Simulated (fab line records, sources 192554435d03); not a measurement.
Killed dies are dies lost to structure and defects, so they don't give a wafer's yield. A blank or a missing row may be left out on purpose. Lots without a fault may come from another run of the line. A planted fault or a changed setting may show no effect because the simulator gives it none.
Which tool did it? | flow n5_finfet | 24 lots, 72 wafers sampled, at 5 steps of a route of 1938

WHAT THE GAUGES READ, wafer by wafer
N5_BEOL_M15_CD_MEAS_10: target cd 360 nm.
lot  | measured     | on        | cd_nm (nm)
L074 | day 11 14:28 | cd_sem-02 | 361.4 360.5 361.4
L075 | day 11 19:58 | cd_sem-01 | 360.2 362.2 362.0
L076 | day 11 20:38 | cd_sem-02 | 359.3 358.1 359.1
L077 | day 11 22:32 | cd_sem-01 | 359.5 357.8 358.6
L078 | day 12 23:56 | cd_sem-02 | 360.3 361.2 358.8
L079 | day 13 00:10 | cd_sem-02 | 358.9 358.6 359.2
L081 | day 13 03:32 | cd_sem-02 | 360.5 359.2 362.2
L082 | day 13 14:28 | cd_sem-01 | 358.9 356.9 357.8
L080 | day 13 22:11 | cd_sem-03 | 359.1 362.4 359.2
L083 | day 14 02:13 | cd_sem-01 | 359.9 359.3 359.8
L086 | day 14 04:26 | cd_sem-01 | 360.4 359.4 356.2
L085 | day 14 10:03 | cd_sem-01 | 362.8 363.2 360.8
L084 | day 14 11:01 | cd_sem-01 | 361.3 362.0 363.5
L087 | day 14 19:54 | cd_sem-01 | 358.4 360.1 359.1
L088 | day 14 22:02 | cd_sem-03 | 358.7 360.0 360.9
L089 | day 15 07:28 | cd_sem-01 | 358.3 363.6 361.9
L090 | day 15 09:53 | cd_sem-02 | 357.9 357.9 359.0
L092 | day 15 14:53 | cd_sem-01 | 359.9 358.1 359.1
L091 | day 15 22:43 | cd_sem-02 | 359.3 357.7 358.3
L093 | day 16 03:47 | cd_sem-03 | 359.5 360.2 361.0
L094 | day 16 12:09 | cd_sem-02 | 360.6 361.0 360.5
L095 | day 16 14:34 | cd_sem-01 | 360.2 356.9 361.2
L096 | day 17 03:28 | cd_sem-03 | 360.7 361.0 359.5
L097 | day 18 04:01 | cd_sem-03 | 355.3 359.5 357.0

N5_BEOL_M15_CD_MEAS_17: target cd 360 nm.
lot  | measured     | on        | cd_nm (nm)
L074 | day 11 15:04 | cd_sem-02 | 364.1 361.7 360.8
L075 | day 11 20:33 | cd_sem-01 | 359.6 363.8 361.8
L076 | day 11 21:13 | cd_sem-01 | 360.9 360.5 359.2
L077 | day 11 23:12 | cd_sem-01 | 358.4 358.5 357.8
L078 | day 13 00:31 | cd_sem-02 | 360.7 361.3 358.0
L079 | day 13 00:46 | cd_sem-03 | 360.1 359.3 359.2
L081 | day 13 04:38 | cd_sem-02 | 360.5 358.5 361.6
L082 | day 13 15:03 | cd_sem-03 | 361.1 356.9 357.7
L080 | day 13 22:46 | cd_sem-01 | 357.7 361.5 361.1
L083 | day 14 02:48 | cd_sem-01 | 361.6 359.9 359.9
L086 | day 14 05:01 | cd_sem-01 | 361.8 360.5 357.5
L085 | day 14 10:38 | cd_sem-01 | 360.5 364.6 359.7
L084 | day 14 11:43 | cd_sem-03 | 361.5 364.8 364.8
L087 | day 14 20:29 | cd_sem-03 | 359.0 361.4 358.8
L088 | day 14 22:42 | cd_sem-03 | 359.8 360.5 361.0
L089 | day 15 08:28 | cd_sem-01 | 359.2 365.1 364.2
L090 | day 15 11:21 | cd_sem-03 | 357.8 358.7 359.1
L092 | day 15 15:29 | cd_sem-01 | 363.2 357.5 361.8
L091 | day 15 23:19 | cd_sem-02 | 360.5 358.4 359.3
L093 | day 16 04:22 | cd_sem-03 | 361.0 362.2 363.8
L094 | day 16 12:44 | cd_sem-02 | 363.1 362.1 362.6
L095 | day 16 15:10 | cd_sem-03 | 360.1 357.7 362.4
L096 | day 17 04:02 | cd_sem-03 | 360.7 359.8 356.9
L097 | day 18 04:46 | cd_sem-01 | 354.8 358.1 357.2

WHICH TOOL RAN EACH LOT (tool, then ch and the chambers of the sampled wafers, then the start)
lot  | N5_BEOL_M14_DEGAS_41         | N5_BEOL_M14_ANNEAL_48            | N5_BEOL_M15_ILD_DEP_00
L074 | pvd_sputter-02, day 11 12:28 | rtp_anneal-01 ch 0, day 11 13:04 | pecvd-02 ch 1,2, day 11 13:48
L075 | pvd_sputter-02, day 11 17:55 | rtp_anneal-01 ch 0, day 11 18:37 | pecvd-02 ch 0,1, day 11 19:25
L076 | pvd_sputter-02, day 11 18:17 | rtp_anneal-02 ch 0, day 11 19:04 | pecvd-03 ch 1, day 11 19:50
L077 | pvd_sputter-02, day 11 20:31 | rtp_anneal-01 ch 0, day 11 21:07 | pecvd-02 ch 0,1,2, day 11 21:52
L078 | pvd_sputter-02, day 12 21:55 | rtp_anneal-02 ch 0, day 12 22:35 | pecvd-04 ch 0,1,2, day 12 23:23
L079 | pvd_sputter-01, day 12 21:58 | rtp_anneal-01 ch 0, day 12 22:44 | pecvd-03 ch 0,1,2, day 12 23:29
L081 | pvd_sputter-01, day 13 01:26 | rtp_anneal-02 ch 0, day 13 02:10 | pecvd-04 ch 0,1,2, day 13 02:52
L082 | pvd_sputter-03, day 13 12:20 | rtp_anneal-02 ch 0, day 13 13:01 | pecvd-04 ch 0,1,2, day 13 13:55
L080 | pvd_sputter-01, day 13 20:18 | rtp_anneal-01 ch 0, day 13 20:59 | pecvd-04 ch 0,1,2, day 13 21:44
L083 | pvd_sputter-02, day 14 00:19 | rtp_anneal-01 ch 0, day 14 00:51 | pecvd-02 ch 0,2, day 14 01:38
L086 | pvd_sputter-03, day 14 02:32 | rtp_anneal-01 ch 0, day 14 03:06 | pecvd-04 ch 0,1, day 14 03:53
L085 | pvd_sputter-02, day 14 08:10 | rtp_anneal-01 ch 0, day 14 08:46 | pecvd-02 ch 0,1, day 14 09:30
L084 | pvd_sputter-02, day 14 09:01 | rtp_anneal-01 ch 0, day 14 09:38 | pecvd-02 ch 0,1,2, day 14 10:20
L087 | pvd_sputter-02, day 14 17:55 | rtp_anneal-01 ch 0, day 14 18:34 | pecvd-03 ch 0,1,2, day 14 19:20
L088 | pvd_sputter-03, day 14 20:02 | rtp_anneal-01 ch 0, day 14 20:38 | pecvd-02 ch 1,2, day 14 21:22
L089 | pvd_sputter-01, day 15 05:27 | rtp_anneal-02 ch 0, day 15 06:00 | pecvd-02 ch 0,1,2, day 15 06:47
L090 | pvd_sputter-02, day 15 07:37 | rtp_anneal-02 ch 0, day 15 08:16 | pecvd-02 ch 0,1,2, day 15 09:19
L092 | pvd_sputter-01, day 15 12:41 | rtp_anneal-02 ch 0, day 15 13:22 | pecvd-04 ch 0,2, day 15 14:13
L091 | pvd_sputter-02, day 15 20:37 | rtp_anneal-01 ch 0, day 15 21:09 | pecvd-04 ch 0,2, day 15 21:56
L093 | pvd_sputter-03, day 16 01:54 | rtp_anneal-02 ch 0, day 16 02:27 | pecvd-03 ch 0,1,2, day 16 03:14
L094 | pvd_sputter-03, day 16 09:49 | rtp_anneal-01 ch 0, day 16 10:39 | pecvd-04 ch 0,2, day 16 11:28
L095 | pvd_sputter-01, day 16 12:31 | rtp_anneal-02 ch 0, day 16 13:07 | pecvd-03 ch 0,2, day 16 13:53
L096 | pvd_sputter-03, day 17 01:17 | rtp_anneal-02 ch 0, day 17 01:58 | pecvd-03 ch 0,2, day 17 02:47
L097 | pvd_sputter-01, day 18 01:49 | rtp_anneal-02 ch 0, day 18 02:22 | pecvd-03 ch 1,2, day 18 03:20
- N5_BEOL_M14_DEGAS_41: time 60 s.
- N5_BEOL_M14_ANNEAL_48: time 90 s.
- N5_BEOL_M15_ILD_DEP_00: deposits SiO2 from TEOS/O2, target thk 1629.3 nm, time 346.1 s.

WHAT THE TOOLS THEMSELVES READ (means of the sampled wafers that have a number; where no wafer has one, the mark that the record gives instead)
N5_BEOL_M14_DEGAS_41.
lot  | tool           | heater_power_w (W)
L074 | pvd_sputter-02 | 510
L075 | pvd_sputter-02 | 468
L076 | pvd_sputter-02 | 504
L077 | pvd_sputter-02 | 473
L078 | pvd_sputter-02 | 506
L079 | pvd_sputter-01 | 429
L081 | pvd_sputter-01 | 407
L082 | pvd_sputter-03 | 494
L080 | pvd_sputter-01 | 406
L083 | pvd_sputter-02 | 460
L086 | pvd_sputter-03 | 490
L085 | pvd_sputter-02 | 456
L084 | pvd_sputter-02 | 432
L087 | pvd_sputter-02 | 510
L088 | pvd_sputter-03 | 558
L089 | pvd_sputter-01 | 409
L090 | pvd_sputter-02 | 512
L092 | pvd_sputter-01 | 420
L091 | pvd_sputter-02 | 510
L093 | pvd_sputter-03 | 499
L094 | pvd_sputter-03 | 529
L095 | pvd_sputter-01 | 387
L096 | pvd_sputter-03 | 492
L097 | pvd_sputter-01 | 426

N5_BEOL_M14_ANNEAL_48.
lot  | tool          | wafer_temp_C_max
L074 | rtp_anneal-01 | 225.43
L075 | rtp_anneal-01 | 225.67
L076 | rtp_anneal-02 | 225.84
L077 | rtp_anneal-01 | 225.77
L078 | rtp_anneal-02 | 225.88
L079 | rtp_anneal-01 | 225.54
L081 | rtp_anneal-02 | 225.76
L082 | rtp_anneal-02 | 225.91
L080 | rtp_anneal-01 | 225.83
L083 | rtp_anneal-01 | 225.58
L086 | rtp_anneal-01 | 226.09
L085 | rtp_anneal-01 | 225.76
L084 | rtp_anneal-01 | 225.53
L087 | rtp_anneal-01 | 225.60
L088 | rtp_anneal-01 | 225.77
L089 | rtp_anneal-02 | 225.47
L090 | rtp_anneal-02 | 225.72
L092 | rtp_anneal-02 | 225.84
L091 | rtp_anneal-01 | 225.71
L093 | rtp_anneal-02 | 225.56
L094 | rtp_anneal-01 | 225.65
L095 | rtp_anneal-02 | 226.01
L096 | rtp_anneal-02 | 225.71
L097 | rtp_anneal-02 | 225.81

N5_BEOL_M15_ILD_DEP_00.
lot  | tool     | heater_power_w (W) | showerhead_plenum_p_Torr (Torr) | throttle_valve_pct (%)
L074 | pecvd-02 | 521                | 8.35                            | 18.6
L075 | pecvd-02 | 505                | 8.36                            | 20.0
L076 | pecvd-03 | 526                | 8.42                            | 18.2
L077 | pecvd-02 | 508                | 8.37                            | 19.4
L078 | pecvd-04 | 445                | 8.32                            | 18.6
L079 | pecvd-03 | 560                | 8.38                            | 18.3
L081 | pecvd-04 | 510                | 8.32                            | 18.6
L082 | pecvd-04 | 521                | 8.32                            | 18.5
L080 | pecvd-04 | 505                | 8.32                            | 18.7
L083 | pecvd-02 | 537                | 8.35                            | 19.9
L086 | pecvd-04 | 579                | 8.32                            | 18.2
L085 | pecvd-02 | 476                | 8.38                            | 19.1
L084 | pecvd-02 | 481                | 8.35                            | 19.4
L087 | pecvd-03 | 570                | 8.36                            | 18.4
L088 | pecvd-02 | 522                | 8.34                            | 18.8
L089 | pecvd-02 | 527                | 8.36                            | 19.3
L090 | pecvd-02 | 506                | 8.34                            | 19.4
L092 | pecvd-04 | 469                | 8.31                            | 19.4
L091 | pecvd-04 | 479                | 8.31                            | 19.5
L093 | pecvd-03 | 543                | 8.37                            | 18.3
L094 | pecvd-04 | 495                | 8.32                            | 18.8
L095 | pecvd-03 | 562                | 8.34                            | 18.2
L096 | pecvd-03 | 517                | 8.34                            | 18.5
L097 | pecvd-03 | 583                | 8.36                            | 17.9

THE ANSWER, worked out from the rows above alone
Rule: what is usual is taken from the lots themselves. Put in order of their means at a reading, lots are off if they are a third of the lots or fewer, leave a main group of 4 or more, and stand apart from it by a gap of 3 or more times the standard deviation of the main group's means; of several such gaps the widest counts. A main group whose means are all the same, to the digits that the tables above print for the reading, isn't used. A lot without any number at a reading at which 4 lots or more have one is off too. The other lots that the step has rows for count as sound. The gauges are gone through in route order, then the tools' own readings, and for those a lot's mean is taken as printed above. The first step at which some lot is off is used, and at that step the reading that is off furthest; a lot without a number counts as furthest.
No lot is off at any reading shown: from this, nothing can be told.

WHAT THE SIMULATOR HAD PUT IN
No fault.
